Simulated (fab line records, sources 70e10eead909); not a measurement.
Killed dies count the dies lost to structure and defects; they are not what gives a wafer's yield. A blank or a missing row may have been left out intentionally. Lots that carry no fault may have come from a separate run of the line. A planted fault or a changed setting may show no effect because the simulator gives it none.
fab line records + flow nand_harc
[record]
- lots = 4
- wafers = 12
- last_day = 32
route steps=1302 shown A_CHANNEL_HOLE_D1@450 END@1302
lots that met no fault: taken from a fault-free run of the same line
start_h: start of the lot's first displayed wafer, in hours after the record's first day + wait_h: hours from the lot's prior step to this one + " unchanged from the row above + L1.1+2: several wafers, shown together as one row + - no value, or no start was given + * or withheld: withheld + < > ~ a bound
route shown NAME@n: NAME is a module with steps in the file, n the number in the route of the first one + usual: the fault-free wafers' mean and standard deviation + same: alike in all rows + chamber/n: place in a boat + sites: the reading at each site + _std_site: their standard deviation + _edge_site: the outer-site mean with the inner-site mean subtracted + radius_mm: how far each site lies from the wafer's centre + mask NAME#n: copy n + behind: tool/chamber where the wafer was last shaped + hold: what put the lot on hold/how long, in hours/how the hold closed + device: the n, p or np transistor that did not switch + end of line: at the end of the route, the tests of the same wafers + where a step has no rows: the recipe by itself + killed: dies lost to structure and defects at the first sort, not the wafer's yield + map: per-die view of a wafer (x killed, . not killed, _ where there is no die)
set.NAME: setting as actually run; set.NAME@STEP: the setting as run at that earlier step + model.NAME: the simulator's own value behind a step, which no gauge read
certain route steps with their lots: each step a table, each wafer a row
services: a tool's chamber out of use, with start hour (start_h, from the record's first day; less than 0 if before it), hours out, and reason
[[steps]]
[step NHARC_A_CHANNEL_HOLE_D1_DEP_00]
[recipe]
- target_thk_a = 31000
- temp_c = 400
- material = aC
[step NHARC_A_CHANNEL_HOLE_D1_DEP_01]
[recipe]
- target_thk_a = 1400
- target_thk_nm = 140
- temp_c = 400
- pressure_torr = 3.5
- flow_sccm = 200
- rf_w = 350
- material = SiON
[step NHARC_A_CHANNEL_HOLE_D1_DEHYDRATE_02]
[recipe]
- temp_c = 150
- time_s = 120
[step NHARC_A_CHANNEL_HOLE_D1_HMDS_03]
[recipe]
- time_s = 30
[step NHARC_A_CHANNEL_HOLE_D1_COAT_36]
[recipe]
- temp_c = 260
- time_s = 75
[step NHARC_A_CHANNEL_HOLE_D1_COAT_37]
[recipe]
- temp_c = 225
- time_s = 65
[step NHARC_A_CHANNEL_HOLE_D1_COAT_04]
[recipe]
- spin_rpm = 1500
- resist_thk_nm = 90
[step NHARC_A_CHANNEL_HOLE_D1_SOFTBAKE_05]
[recipe]
- temp_c = 105
- time_s = 55
[step NHARC_A_CHANNEL_HOLE_D1_EBR_06]
[step NHARC_A_CHANNEL_HOLE_D1_EXPOSE_07]
[recipe]
- na = 1.35
- target_cd_nm = 100
- sigma_outer = 0.3
- dose_mj = 59.65
- mask_id = HOLE_D1
[step NHARC_A_CHANNEL_HOLE_D1_PEB_08]
[recipe]
- peb_temp_c = 100
- peb_time_s = 65
[usual]
- heater_power_total_W = 156.6/0.41
- plate_temp_C = 100.04/0.14
| lot.wafer | tool           | chamber | start_h | wait_h | heater_power_total_W | plate_temp_C |
|-----------|----------------|---------|---------|--------|----------------------|--------------|
| L498.4    | litho_track-04 | 0       | 213.08  | 0.0    | 157.1                | 100.15       |
| L498.5    | "              | 0       | "       | "      | 156.8                | 100.03       |
| L498.6    | "              | 0       | "       | "      | 157.2                | 99.84        |
| L501.3    | litho_track-04 | 0       | 246.78  | 0.1    | 153.2                | 98.66        |
| L501.5    | "              | 0       | "       | "      | 152.9                | 98.78        |
| L501.6    | "              | 0       | "       | "      | 153.5                | 98.55        |
| L503.1    | litho_track-04 | 0       | 262.63  | 0.1    | 153.5                | 98.68        |
| L503.3    | "              | 0       | "       | "      | 153.4                | 98.76        |
| L503.6    | "              | 0       | "       | "      | 154.1                | 98.72        |
| L515.2    | litho_track-06 | 0       | 376.98  | 0.1    | 157.1                | 99.80        |
| L515.4    | "              | 0       | "       | "      | 157.0                | 99.87        |
| L515.5    | "              | 0       | "       | "      | 157.1                | 100.14       |
[step NHARC_A_CHANNEL_HOLE_D1_DEVELOP_09]
[recipe]
- develop_time_s = 35
- dev_temp_c = 23
[step NHARC_A_CHANNEL_HOLE_D1_CD_MEAS_10]
[recipe]
- target_cd_nm = 100
- landing_energy_ev = 500
[usual]
- cd_nm = 99.7/0.51
| lot.wafer | tool      | chamber | start_h | wait_h | cd_nm |
|-----------|-----------|---------|---------|--------|-------|
| L498.4    | cd_sem-03 | 0       | 213.16  | -      | 99.5  |
| L498.5    | "         | 0       | "       | "      | 99.1  |
| L498.6    | "         | 0       | "       | "      | 99.0  |
| L501.3    | cd_sem-02 | 0       | 246.86  | -      | 95.2  |
| L501.5    | "         | 0       | "       | "      | 95.5  |
| L501.6    | "         | 0       | "       | "      | 95.8  |
| L503.1    | cd_sem-02 | 0       | 262.71  | -      | 95.0  |
| L503.3    | "         | 0       | "       | "      | 95.4  |
| L503.6    | "         | 0       | "       | "      | 94.7  |
| L515.2    | cd_sem-01 | 0       | 377.08  | -      | 99.8  |
| L515.4    | "         | 0       | "       | "      | 99.7  |
| L515.5    | "         | 0       | "       | "      | 100.3 |
[step NHARC_A_CHANNEL_HOLE_D1_DESCUM_15]
[recipe]
- time_s = 3
- o2_flow_sccm = 200
- ar_flow_sccm = 0
- bias_power_w = 0
- chemistry = O2
[usual]
- chamber_pressure_mTorr = 60.00/0.058
- drypump_motor_current_A = 5.7/0.45
- oes_product_au = 1.003/0.0072
- rf_vpp_V = 57.8/0.79
- showerhead_plenum_p_Torr = 1.91/0.062
- throttle_valve_pct = 11.310/0.0082
| lot.wafer | tool        | chamber | start_h | wait_h | chamber_pressure_mTorr | drypump_motor_current_A | oes_product_au | rf_hours_counter_h | rf_vpp_V | showerhead_plenum_p_Torr | throttle_valve_pct | model.A_CHANNEL_HOLE_D1.cd_nm |
|-----------|-------------|---------|---------|--------|------------------------|-------------------------|----------------|--------------------|----------|--------------------------|--------------------|-------------------------------|
| L498.4    | rie_diel-09 | 3       | 213.36  | 0.1    | 60.02                  | 5.6                     | 1.000          | 16                 | 58.4     | 1.98                     | 11.313             | 99.65                         |
| L498.6    | "           | 1       | "       | "      | 60.00                  | 6.0                     | 1.000          | -                  | 56.7     | 2.01                     | 11.309             | 99.56                         |
| L498.5    | "           | 2       | "       | "      | 60.02                  | 5.2                     | 0.992          | -                  | 58.7     | 1.87                     | 11.323             | 99.81                         |
| L501.3    | rie_diel-03 | 3       | 247.05  | 0.1    | 60.11                  | 5.9                     | 0.985          | 43                 | 58.0     | 2.01                     | 11.306             | 95.25                         |
| L501.5    | "           | 1       | "       | "      | 60.00                  | 5.7                     | 0.996          | -                  | 57.7     | 1.84                     | 11.318             | 95.83                         |
| L501.6    | "           | 2       | "       | "      | 60.05                  | 5.4                     | 1.001          | -                  | 58.7     | 2.01                     | 11.305             | 94.73                         |
| L503.3    | rie_diel-09 | 0       | 262.91  | 0.1    | 59.90                  | 5.2                     | 0.992          | 30                 | 58.6     | 1.90                     | 11.291             | 95.41                         |
| L503.1    | "           | 2       | "       | "      | 59.96                  | 5.2                     | 1.007          | 31                 | 58.7     | 1.87                     | 11.304             | 95.19                         |
| L503.6    | "           | 3       | "       | "      | 60.03                  | 5.6                     | 1.007          | -                  | 58.9     | 1.97                     | 11.322             | 95.03                         |
| L515.4    | rie_diel-08 | 0       | 377.26  | 0.1    | 60.15                  | 5.0                     | 1.010          | 0                  | 58.4     | 1.86                     | 11.310             | 100                           |
| L515.2    | "           | 2       | "       | "      | 59.96                  | 5.9                     | 1.000          | 0                  | 57.2     | 1.88                     | 11.307             | 99.6                          |
| L515.5    | "           | 0       | "       | "      | 59.94                  | 5.1                     | 1.004          | -                  | 59.4     | 1.86                     | 11.311             | 100.1                         |
[step NHARC_A_CHANNEL_HOLE_D1_ETCH_38]
[recipe]
- target_depth_a = 390
- over_etch_frac = 0.3
- time_s = 65
- ion_energy_ev = 80
- cf4_flow_sccm = 150
- ar_flow_sccm = 0
- rf_w = 300
- bias_w = 100
- chemistry = CF4
[step NHARC_A_CHANNEL_HOLE_D1_ETCH_39]
[recipe]
- target_depth_a = 2600
- over_etch_frac = 0.3
- time_s = 325
- ion_energy_ev = 200
- n2_flow_sccm = 150
- h2_flow_sccm = 150
- ar_flow_sccm = 0
- rf_w = 400
- bias_w = 150
- chemistry = N2/H2
[step NHARC_A_CHANNEL_HOLE_D1_ETCH_34]
[recipe]
- target_depth_a = 1540
- time_s = 77
- cf4_flow_sccm = 100
- chf3_flow_sccm = 30
- ar_flow_sccm = 0
- rf_w = 500
- bias_w = 200
- chemistry = CF4/CHF3
[step NHARC_A_CHANNEL_HOLE_D1_ETCH_16]
[recipe]
- target_depth_a = 31000
- over_etch_frac = 0.3
- time_s = 806
- ion_energy_ev = 150
- o2_flow_sccm = 400
- cos_flow_sccm = 20
- ar_flow_sccm = 0
- rf_w = 500
- bias_w = 300
- chemistry = O2/COS
[step NHARC_A_CHANNEL_HOLE_D1_ETCH_19]
[recipe]
- bias_v = 1200
- source_w = 2500
- pressure_mtorr = 15
- time_s = 34.5
- ar_flow_sccm = 375
- c4f8_flow_sccm = 28.8
- o2_flow_sccm = 96.2
- temp_c = -20
- target_depth_a = *
- chemistry = C4F8/O2/Ar
[step NHARC_A_CHANNEL_HOLE_D1_ETCH_20]
[recipe]
- bias_v = 3000
- source_w = withheld
- pressure_mtorr = 20
- time_s = 361.9
- ar_flow_sccm = 375
- c4f8_flow_sccm = 89.3
- o2_flow_sccm = 35.7
- temp_c = -20
- target_depth_a = 16000
- chemistry = C4F8/O2/Ar
[step NHARC_A_CHANNEL_HOLE_D1_ETCH_21]
[recipe]
- bias_v = 3000
- source_w = withheld
- pressure_mtorr = 20
- time_s = 514.3
- ar_flow_sccm = 375
- c4f8_flow_sccm = 89.3
- o2_flow_sccm = 35.7
- temp_c = -20
- target_depth_a = 16000
- chemistry = C4F8/O2/Ar
[step NHARC_A_CHANNEL_HOLE_D1_ETCH_22]
[recipe]
- bias_v = 3000
- source_w = withheld
- pressure_mtorr = 20
- time_s = 666.7
- ar_flow_sccm = 375
- c4f8_flow_sccm = 89.3
- o2_flow_sccm = 35.7
- temp_c = -20
- target_depth_a = 16000
- chemistry = C4F8/O2/Ar
[step NHARC_A_CHANNEL_HOLE_D1_ETCH_23]
[recipe]
- bias_v = 5000
- source_w = withheld
- pressure_mtorr = 20
- time_s = 819
- ar_flow_sccm = 375
- c4f8_flow_sccm = 89.3
- o2_flow_sccm = 35.7
- temp_c = -20
- target_depth_a = 16000
- chemistry = C4F8/O2/Ar
[step NHARC_A_CHANNEL_HOLE_D1_ETCH_24]
[recipe]
- bias_v = 5000
- source_w = withheld
- pressure_mtorr = 20
- time_s = 906.2
- ar_flow_sccm = 375
- c4f8_flow_sccm = 93.8
- o2_flow_sccm = 31.2
- temp_c = -20
- target_depth_a = 15000
- chemistry = C4F8/O2/Ar
[step NHARC_A_CHANNEL_HOLE_D1_ETCH_25]
[recipe]
- bias_v = 5000
- source_w = withheld
- pressure_mtorr = 20
- time_s = 1040.2
- ar_flow_sccm = 375
- c4f8_flow_sccm = 93.8
- o2_flow_sccm = 31.2
- temp_c = -20
- target_depth_a = 15000
- chemistry = C4F8/O2/Ar
[step NHARC_A_CHANNEL_HOLE_D1_ETCH_26]
[recipe]
- bias_v = 300
- source_w = 2000
- pressure_mtorr = 30
- time_s = 224.1
- ar_flow_sccm = 375
- c4f8_flow_sccm = 11.4
- o2_flow_sccm = 113.6
- temp_c = -20
- target_depth_a = 3000
- chemistry = C4F8/O2/Ar
[step NHARC_A_CHANNEL_HOLE_D1_ETCH_33]
[recipe]
- bias_v = 400
- source_w = 2000
- pressure_mtorr = 25
- time_s = 90
- ar_flow_sccm = 375
- c4f8_flow_sccm = 41.7
- o2_flow_sccm = 83.3
- temp_c = -20
- target_depth_a = 4000
- chemistry = C4F8/O2/Ar
[step NHARC_A_CHANNEL_HOLE_D1_STRIP_41]
[recipe]
- n2_flow_sccm = 150
- h2_flow_sccm = 150
- ar_flow_sccm = 0
- bias_w = 0
- chemistry = N2/H2
[step NHARC_A_CHANNEL_HOLE_D1_STRIP_42]
[recipe]
- cf4_flow_sccm = 100
- chf3_flow_sccm = 30
- ar_flow_sccm = 0
- bias_w = 0
- chemistry = CF4/CHF3
[step NHARC_A_CHANNEL_HOLE_D1_STRIP_43]
[recipe]
- o2_flow_sccm = 400
- cos_flow_sccm = 20
- ar_flow_sccm = 0
- bias_w = 0
- chemistry = O2/COS
[step NHARC_A_CHANNEL_HOLE_D1_ETCH_44]
[recipe]
- target_depth_a = 1400
- overetch_a = 140
- time_s = 77
- ion_energy_ev = 100
- cf4_flow_sccm = 80
- o2_flow_sccm = 20
- ar_flow_sccm = 0
- rf_w = 300
- bias_w = 100
- chemistry = CF4/O2
[usual]
- chamber_pressure_mTorr = 30.003/0.027
- drypump_motor_current_A = 5.7/0.44
- oes_ar_750_au = 1.000/0.0044
- oes_product_au = 1.003/0.0074
- rf_vpp_V = 197.8/1.3
- showerhead_plenum_p_Torr = 1.33/0.046
- throttle_valve_pct = 13.397/0.009
| lot.wafer | tool        | chamber | start_h | wait_h | chamber_pressure_mTorr | drypump_motor_current_A | oes_ar_750_au | oes_product_au | rf_hours_counter_h | rf_vpp_V | showerhead_plenum_p_Torr | throttle_valve_pct | model.A_CHANNEL_HOLE_D1.cd_nm |
|-----------|-------------|---------|---------|--------|------------------------|-------------------------|---------------|----------------|--------------------|----------|--------------------------|--------------------|-------------------------------|
| L498.4    | rie_diel-08 | 3       | 221.99  | 0.1    | 30.017                 | 5.7                     | 0.994         | 0.994          | 2                  | 198.6    | 1.38                     | 13.401             | 87.79                         |
| L498.5    | "           | 0       | "       | "      | 29.994                 | 5.1                     | 0.999         | 1.002          | -                  | 197.2    | 1.30                     | 13.398             | 90.25                         |
| L498.6    | "           | 1       | "       | "      | 30.029                 | 6.5                     | 1.011         | 0.992          | -                  | 196.6    | 1.29                     | 13.404             | 87.27                         |
| L501.3    | rie_diel-08 | 2       | 253.24  | 0.1    | 30.061                 | 5.9                     | 1.009         | 1.011          | 5                  | 197.1    | 1.31                     | 13.392             | 86.12                         |
| L501.6    | "           | 3       | "       | "      | 30.028                 | 5.7                     | 0.995         | 1.003          | -                  | 198.1    | 1.38                     | 13.386             | 83.53                         |
| L501.5    | "           | 0       | "       | "      | 30.100                 | 5.0                     | 0.994         | 1.008          | -                  | 198.5    | 1.30                     | 13.409             | 85.71                         |
| L503.3    | rie_diel-08 | 1       | 268.82  | 0.1    | 29.980                 | 6.5                     | 0.995         | 1.009          | 6                  | 197.3    | 1.29                     | 13.390             | 84.38                         |
| L503.1    | "           | 2       | "       | "      | 29.985                 | 5.9                     | 0.999         | 1.003          | 6                  | 197.2    | 1.31                     | 13.384             | 85.94                         |
| L503.6    | "           | 0       | "       | "      | 30.027                 | 5.1                     | 1.000         | 1.009          | -                  | 198.1    | 1.30                     | 13.401             | 85.59                         |
| L515.2    | rie_diel-03 | 3       | 383.25  | 0.1    | 29.949                 | 5.9                     | 0.998         | 1.012          | 27                 | 199.4    | 1.39                     | 13.392             | 89.83                         |
| L515.4    | "           | 0       | "       | "      | 29.998                 | 5.9                     | 1.000         | 0.999          | 31                 | 196.1    | 1.26                     | 13.380             | 90.59                         |
| L515.5    | "           | 1       | "       | "      | 29.954                 | 5.7                     | 1.002         | 0.995          | -                  | 196.3    | 1.28                     | 13.376             | 89.35                         |
[step NHARC_A_CHANNEL_HOLE_D1_STRIP_27]
[recipe]
- o2_flow_sccm = 500
- ar_flow_sccm = 0
- bias_w = 0
- chemistry = O2
[step NHARC_A_CHANNEL_HOLE_D1_PRECLEAN_28]
[recipe]
- time_s = *
- temp_c = 50
- bath_age_min = 0
- chemistry = SC1
[step NHARC_A_CHANNEL_HOLE_D1_SRD_29]
[step NHARC_A_CHANNEL_HOLE_D1_CD_MEAS_30]
[usual]
- cd_nm = 89.7/1.3
| lot.wafer | tool      | chamber | start_h | wait_h | cd_nm |
|-----------|-----------|---------|---------|--------|-------|
| L498.4    | cd_sem-03 | -       | 222.80  | 0.1    | 87.0  |
| L498.5    | "         | -       | "       | "      | 90.2  |
| L498.6    | "         | -       | "       | "      | 87.9  |
| L501.3    | cd_sem-02 | -       | 254.02  | -      | 87.4  |
| L501.5    | "         | -       | "       | "      | 86.0  |
| L501.6    | "         | -       | "       | "      | 84.2  |
| L503.1    | cd_sem-03 | -       | 269.61  | -      | 85.2  |
| L503.3    | "         | -       | "       | "      | 84.9  |
| L503.6    | "         | -       | "       | "      | 86.4  |
| L515.2    | cd_sem-01 | -       | 384.05  | -      | 89.7  |
| L515.4    | "         | -       | "       | "      | 90.6  |
| L515.5    | "         | -       | "       | "      | 89.3  |
[step NHARC_A_CHANNEL_HOLE_D1_XSEM_31]
[recipe]
- landing_energy_ev = 35000
[step NHARC_END_SORT_01]
[recipe]
- temp_c = 25
[usual]
- killed_at_array = 57/20
- killed_at_other = 1.3/1.4
- killed_at_periphery = 3.4/2.4
- killed_dies = 61/19
- killed_open = 2.9/1.8
- killed_short = 2.5/1.6
[same]
- gross_dies = 677
| lot.wafer | tool      | chamber | start_h | wait_h | killed_at_array | killed_at_other | killed_at_periphery | killed_dies | killed_open | killed_short |
|-----------|-----------|---------|---------|--------|-----------------|-----------------|---------------------|-------------|-------------|--------------|
| L498.4    | prober-02 | 0       | 609.02  | 3.4    | 50              | 0               | 4                   | 54          | 1           | 2            |
| L498.5    | prober-02 | 0       | 609.82  | 3.7    | 46              | 0               | 6                   | 52          | 2           | 5            |
| L498.6    | prober-02 | 0       | 610.63  | 4.0    | 37              | 0               | 2                   | 39          | 1           | 2            |
| L501.3    | prober-01 | 0       | 637.40  | 3.2    | 70              | 0               | 4                   | 74          | 2           | 0            |
| L501.5    | prober-01 | 0       | 639.04  | 3.8    | 60              | 0               | 1                   | 61          | 9           | 0            |
| L501.6    | prober-01 | 0       | 639.85  | 4.1    | 65              | 1               | 2                   | 68          | 2           | 3            |
| L503.1    | prober-02 | 0       | 652.15  | 2.5    | 103             | 2               | 4                   | 109         | 1           | 2            |
| L503.3    | prober-02 | 0       | 653.76  | 3.1    | 102             | 2               | 3                   | 107         | 1           | 1            |
| L503.6    | prober-02 | 0       | 656.18  | 4.0    | 69              | 5               | 1                   | 75          | 1           | 1            |
| L515.2    | prober-02 | 0       | 771.37  | 2.8    | 57              | 0               | 3                   | 60          | 5           | 3            |
| L515.4    | prober-02 | 0       | 772.98  | 3.4    | 52              | 2               | 1                   | 55          | 7           | 1            |
| L515.5    | prober-02 | 0       | 773.79  | 3.7    | 53              | 1               | 2                   | 56          | 6           | 3            |
// killed by level:class
L498.4 A_CHANNEL_HOLE_D2:chamber_film_flake=38 A_STAIRCASE:chamber_film_flake=3 A_WL_FILL:geometric_particle:short=2 P_STI:chamber_film_flake=2 A_CHANNEL_HOLE_D1:chamber_film_flake=2 P_M0:geometric_particle:open=1 P_GATE:chamber_film_flake=1 A_CHANNEL_FILL_D1:chamber_film_flake=1
L498.5 A_CHANNEL_HOLE_D2:chamber_film_flake=33 P_STI:chamber_film_flake=3 A_STAIRCASE:chamber_film_flake=3 A_ONON_D2:geometric_particle:short=2 A_WL_FILL:geometric_particle:short=2 A_CONTACT:chamber_film_flake=2 P_M0:geometric_particle:short=1 P_M0:geometric_particle:open=1
L498.6 A_CHANNEL_HOLE_D2:chamber_film_flake=24 A_CHANNEL_HOLE_D1:chamber_film_flake=6 A_STAIRCASE:chamber_film_flake=2 A_CONTACT:chamber_film_flake=2 P_M0:geometric_particle:short=1 A_ONON_D1:geometric_particle:open=1 A_DECK1_JOINT:geometric_particle:short=1 P_GATE:chamber_film_flake=1
L501.3 A_SLIT:chamber_film_flake=33 A_CHANNEL_HOLE_D2:chamber_film_flake=12 A_STAIRCASE:chamber_film_flake=9 A_CONTACT:chamber_film_flake=7 A_M0:chamber_film_flake=5 P_ZERO_WELL:chamber_film_flake=4 A_CHANNEL_HOLE_D1:chamber_film_flake=2 A_CONTACT:geometric_particle:open=1
L501.5 A_SLIT:chamber_film_flake=24 A_CHANNEL_HOLE_D2:chamber_film_flake=10 A_STAIRCASE:chamber_film_flake=6 A_CONTACT:chamber_film_flake=5 A_M0:chamber_film_flake=3 A_ONON_D2:geometric_particle:open=2 A_SGD_CUT:geometric_particle:open=2 A_CHANNEL_HOLE_D1:chamber_film_flake=2
L501.6 A_SLIT:chamber_film_flake=31 A_CHANNEL_HOLE_D2:chamber_film_flake=12 A_STAIRCASE:chamber_film_flake=11 A_ONON_D2:geometric_particle:short=2 A_CHANNEL_HOLE_D1:chamber_film_flake=2 A_CONTACT:chamber_film_flake=2 A_M0:chamber_film_flake=2 A_CHANNEL_FILL_D1:geometric_particle:short=1
L503.1 A_CHANNEL_HOLE_D2:chamber_film_flake=35 A_SLIT:chamber_film_flake=33 A_CHANNEL_HOLE_D1:chamber_film_flake=28 A_CONTACT:chamber_film_flake=4 THIN_TSV:chamber_film_flake=2 A_ONON_D1:geometric_particle:short=1 A_CHANNEL_HOLE_D2:geometric_particle:short=1 A_CHANNEL_HOLE_D2:geometric_particle:open=1
L503.3 A_CHANNEL_HOLE_D2:chamber_film_flake=35 A_SLIT:chamber_film_flake=32 A_CHANNEL_HOLE_D1:chamber_film_flake=24 A_CONTACT:chamber_film_flake=6 P_M1:chamber_film_flake=2 A_STAIRCASE:chamber_film_flake=2 THIN_TSV:chamber_film_flake=2 A_CHANNEL_HOLE_D1:geometric_particle:short=1
L503.6 A_SLIT:chamber_film_flake=29 A_CHANNEL_HOLE_D2:chamber_film_flake=17 A_CHANNEL_HOLE_D1:chamber_film_flake=15 THIN_TSV:chamber_film_flake=5 A_CONTACT:chamber_film_flake=4 A_CHANNEL_HOLE_D2:geometric_particle:short=1 A_BLC:geometric_particle:open=1 P_ZERO_WELL:chamber_film_flake=1
L515.2 A_CHANNEL_HOLE_D2:chamber_film_flake=24 A_CHANNEL_HOLE_D1:chamber_film_flake=18 A_SLIT:chamber_film_flake=7 P_GATE:geometric_particle:open=2 P_CONTACT:geometric_particle:open=1 A_ONON_D1:geometric_particle:open=1 A_ONON_D1:geometric_particle:short=1 A_CHANNEL_HOLE_D1:geometric_particle:short=1
L515.4 A_CHANNEL_HOLE_D2:chamber_film_flake=24 A_CHANNEL_HOLE_D1:chamber_film_flake=9 A_SLIT:chamber_film_flake=5 A_CONTACT:chamber_film_flake=4 A_DECK1_JOINT:geometric_particle:open=2 A_CHANNEL_FILL_D2:geometric_particle:open=2 A_STAIRCASE:chamber_film_flake=2 THIN_TSV:chamber_film_flake=2
L515.5 A_CHANNEL_HOLE_D2:chamber_film_flake=27 A_CHANNEL_HOLE_D1:chamber_film_flake=13 A_SLIT:chamber_film_flake=6 P_CONTACT:geometric_particle:open=1 P_M2:geometric_particle:open=1 A_CHANNEL_FILL_D1:geometric_particle:open=1 A_CHANNEL_HOLE_D2:geometric_particle:open=1 A_CHANNEL_HOLE_D2:geometric_particle:short=1
[[services]]
| tool           | chamber | start_h | hours | kind       |
|----------------|---------|---------|-------|------------|
| rie_diel-08    | -       | 190.80  | 9.0   | pm         |
| rie_diel-08    | 0       | 190.80  | 9.0   | vent_cycle |
| rie_diel-08    | 1       | 190.80  | 9.0   | vent_cycle |
| rie_diel-08    | 2       | 190.80  | 9.0   | vent_cycle |
| rie_diel-08    | 3       | 190.80  | 9.0   | vent_cycle |
| rie_diel-08    | 0       | 199.80  | -     | clean      |
| litho_track-04 | -       | 203.00  | 7.0   | pm         |
| rie_diel-03    | -       | 210.27  | 0.7   | repair     |
| rie_diel-09    | -       | 246.98  | 0.6   | repair     |
| rie_diel-03    | 3       | 255.45  | 1.2   | repair     |
| rie_diel-09    | 2       | 267.48  | 1.5   | repair     |
| rie_diel-09    | -       | 271.26  | 0.3   | repair     |
| rie_diel-08    | 0       | 276.23  | 10.9  | repair     |
| rie_diel-03    | -       | 282.37  | 9.0   | pm         |
| rie_diel-03    | -       | 292.59  | 0.1   | repair     |
| rie_diel-09    | 3       | 302.68  | 8.3   | repair     |
| rie_diel-09    | -       | 325.77  | 9.0   | pm         |
| rie_diel-08    | 2       | 346.67  | 1.5   | repair     |
| litho_track-06 | -       | 354.00  | 7.0   | pm         |
| rie_diel-09    | 1       | 355.22  | 3.2   | repair     |
| rie_diel-08    | -       | 367.80  | 9.0   | pm         |
| rie_diel-03    | 2       | 369.93  | 12.0  | repair     |
| rie_diel-03    | 3       | 370.39  | 2.1   | repair     |
| litho_track-04 | -       | 378.00  | 7.0   | pm         |
[[key]]
[first_sign]
- step = NHARC_A_CHANNEL_HOLE_D1_PEB_08
- reading = plate_temp_C
- direction = down
- sigmas = 9.9
- usual = *
- struck = *
[effect]
- step = NHARC_A_CHANNEL_HOLE_D1_PEB_08
- reading = heater_power_total_W
- direction = down
- sigmas = 7.7
- usual = *
- struck = *
[effect]
- step = NHARC_A_CHANNEL_HOLE_D1_CD_MEAS_10
- reading = cd_nm
- direction = down
- sigmas = 8.8
- usual = 99.7
- struck = 95.3
[effect]
- step = NHARC_A_CHANNEL_HOLE_D1_CD_MEAS_30
- reading = cd_nm
- direction = down
- sigmas = 3.1
- usual = 89.7
- struck = 85.7
[model_effect]
- step = NHARC_A_CHANNEL_HOLE_D1_DESCUM_15
- value = A_CHANNEL_HOLE_D1.cd_nm
- without = 99.57
- struck = 95.24
[model_effect]
- step = NHARC_A_CHANNEL_HOLE_D1_ETCH_44
- value = A_CHANNEL_HOLE_D1.cd_nm
- without = 89.54
- struck = 85.21
met_at NHARC_A_CHANNEL_HOLE_D1_PEB_08
struck_wafers L501.3,L501.5,L501.6,L503.1,L503.3,L503.6
tester_left_out L501,L503
onset_between 213.08 246.78
[fault]
- kind = process_parameter_drift
- tool = litho_track-04
- chamber = -
- onset_h = 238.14
- steps = NHARC_A_CHANNEL_HOLE_D1_PEB_08
- channel = peb_temp_c
- offset = *
- shape = step
- end_h = 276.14
- acts_in = *
- stated = *
// tester_left_out: of these lots the tester's yield and bins aren't shown, on N5 and GAA mostly nor the transistor test; their killed dies are dies lost to structure and defects alone, not to doping, threshold or leakage, so they don't give the yield
